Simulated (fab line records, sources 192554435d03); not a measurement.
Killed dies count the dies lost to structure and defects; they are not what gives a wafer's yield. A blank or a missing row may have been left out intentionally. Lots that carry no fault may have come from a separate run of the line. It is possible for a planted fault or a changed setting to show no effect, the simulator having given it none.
Comparing a struck lot with a sound one || flow n5_finfet || 30 steps out of a route of 1938
Sound: the wafers L480.2, L480.3, L480.5. Wafers L483.1, L483.2, L483.4 were the ones struck. The cause is given at the end.
Order at every step that has rows: each side's tool, ch and its chambers, its first start. Under that, the readings that differ: sound wafers || struck wafers || difference of the means || sigmas: that difference in standard deviations of wafers without a fault.
alike: a reading whose means differ by less than 2 such deviations, as well as words and numbers matching on both sides. not compared: withheld readings; readings where some wafer has no value; bounds like >300 that might hide an equal value; numbers whose values overlap and for which the record gives no deviation.
A row with sigmas, a row that says differs or no value, or rows on one side alone: a step with any of these is where the two part. Numbers that don't overlap but have no deviation are shown without sigmas and don't part them. A reading missing from all wafers of one side parts the sides only when that side holds two or more wafers.

first, 11 steps without rows for these wafers: N5_BEOL_M8_PRECLEAN_42 (cleans in residue remover, time 60 s); N5_BEOL_M8_SRD_43 (time 30 s); N5_BEOL_M8_CURE_75 (cures SiCOH lowk, time 120 s); N5_BEOL_M8_DEGAS_44 (time 60 s); N5_BEOL_M8_PRE_CLEAN_45 (time 30 s); N5_BEOL_M8_ALD_77 (deposits TaN, target thk 2 nm, pulse time 2 s, purge time 3 s); N5_BEOL_M8_SURFACE_TREAT_79; N5_BEOL_M8_CVD_78 (deposits Co from CCTBA/H2, target thk 2 nm, time 142.3 s); N5_BEOL_M8_SPUTTER_48 (material Cu, target thk 10 nm, time 1.667 s); N5_BEOL_M8_ECD_50 (material Cu, target thk 300 nm); N5_BEOL_M8_ANNEAL_51 (time 90 s).
N5_BEOL_M8_CMP_52: polishes, stops on SiCOH lowk, t overpolish 6.9 s, target thk 80 nm.
  sound on cmp-03 ch 0,2, day 10 12:16; struck on cmp-03 ch 0,1,2, day 11 11:35
  alike: barrier_field_endpoint_s, edge_zone_pressure_frac, motor_current_A, overpolish_run_s, slurry_filter_dp_kPa, time_to_endpoint_s
then, 2 steps without rows for these wafers: N5_BEOL_M8_PRE_CLEAN_55 (time 15 s); N5_BEOL_M8_DEP_56 (deposits SiCN from 3MS/NH3, target thk 10 nm, time 17.5 s).
N5_BEOL_M8_INSPECT_58: inspects for defects (darkfield).
  sound on defect_inspect-01, day 10 12:43; struck on defect_inspect-01, day 11 12:02
{"reading": "raw_defect_count", "sound": "44 40 46", "struck": "913 816 899", "difference": "+833", "sigmas": "+38"}
then, 12 steps without rows for these wafers: N5_BEOL_M9_ILD_DEP_00 (deposits SiCOH lowk from DEMS/porogen, target thk 308.51 nm, time 58 s); N5_BEOL_M9_CURE_71 (cures SiCOH lowk, time 240 s); N5_BEOL_M9_PECVD_70 (deposits SiO2 from TEOS/O2, target thk 20 nm, time 22.7 s); N5_BEOL_M9_HM_DEP_02 (deposits TiN, target thk 20 nm); N5_BEOL_M9_COAT_59 (time 60 s, resist thk 100 nm); N5_BEOL_M9_COAT_60 (time 60 s, resist thk 30 nm); N5_BEOL_M9_COAT_05 (resist thk 90 nm); N5_BEOL_M9_EBR_07; N5_BEOL_M9_SOFTBAKE_06 (time 60 s); N5_BEOL_M9_EXPOSE_08 (exposes mask M9); N5_BEOL_M9_PEB_09 (peb time 60 s); N5_BEOL_M9_DEVELOP_10 (develop time 30 s).
N5_BEOL_M9_INSPECT_13: inspects for defects (brightfield).
  sound on defect_inspect-02, day 10 14:36; struck on defect_inspect-01, day 11 14:08
{"reading": "raw_defect_count", "sound": "393 295 325", "struck": "1187 1043 1207", "difference": "+808", "sigmas": "+9"}
then, 1 step without rows for these wafers: N5_BEOL_M9_DESCUM_16 (chemistry O2, time 7.9 s).
-- a jump in the record: the struck wafers' starts before and after are 3 days apart (it breaks off in module BEOL_M9 and resumes in module PASSIVATION, where the first step shown is number 1936 of the route) --
N5_PASSIVATION_PROBE_49:
  sound on prober-02, day 13 01:54; struck on prober-02, day 14 03:04
{"reading": "defect_limited_yield (%)", "sound": "90.4 90.3 89.7", "struck": "44.6 48.6 46.2", "difference": -43.7, "sigmas": -29}
{"reading": "killed_at_M4_up", "sound": "14 11 24", "struck": "577 543 578", "difference": "+550", "sigmas": "+99 or more"}
{"reading": "killed_at_front_end", "sound": "42 64 52", "struck": "24 28 34", "difference": -24, "sigmas": -2}
{"reading": "killed_dies", "sound": "113 115 122", "struck": "654 606 635", "difference": "+515", "sigmas": "+30"}
{"reading": "killed_on_rim", "sound": "13 9 19", "struck": "93 73 81", "difference": "+69", "sigmas": "+16"}
{"reading": "killed_open", "sound": "83 86 76", "struck": "57 43 41", "difference": -35, "sigmas": -3}
{"reading": "sort_bin_5_function (%)", "sound": "5.0 5.8 5.8", "struck": "36.1 32.9 34.3", "difference": "+28.9", "sigmas": "+29"}
{"reading": "sort_bin_6_memory (%)", "sound": "4.4 3.5 4.2", "struck": "16.4 15.2 15.7", "difference": "+11.7", "sigmas": "+17"}
{"reading": "sort_n_pass", "sound": "1067 1065 1058", "struck": "526 574 545", "difference": -515, "sigmas": -30}
{"reading": "sort_yield_pct (%)", "sound": "90.4 90.3 89.7", "struck": "44.6 48.6 46.2", "difference": -43.7, "sigmas": -29}
  alike: killed_at_M0_to_M3, killed_at_contacts, killed_at_other, killed_short

== WHERE THEY PART ==
Earliest at N5_BEOL_M8_INSPECT_58; latest, in this record, at N5_PASSIVATION_PROBE_49.

WHY: what had been put in by the simulator
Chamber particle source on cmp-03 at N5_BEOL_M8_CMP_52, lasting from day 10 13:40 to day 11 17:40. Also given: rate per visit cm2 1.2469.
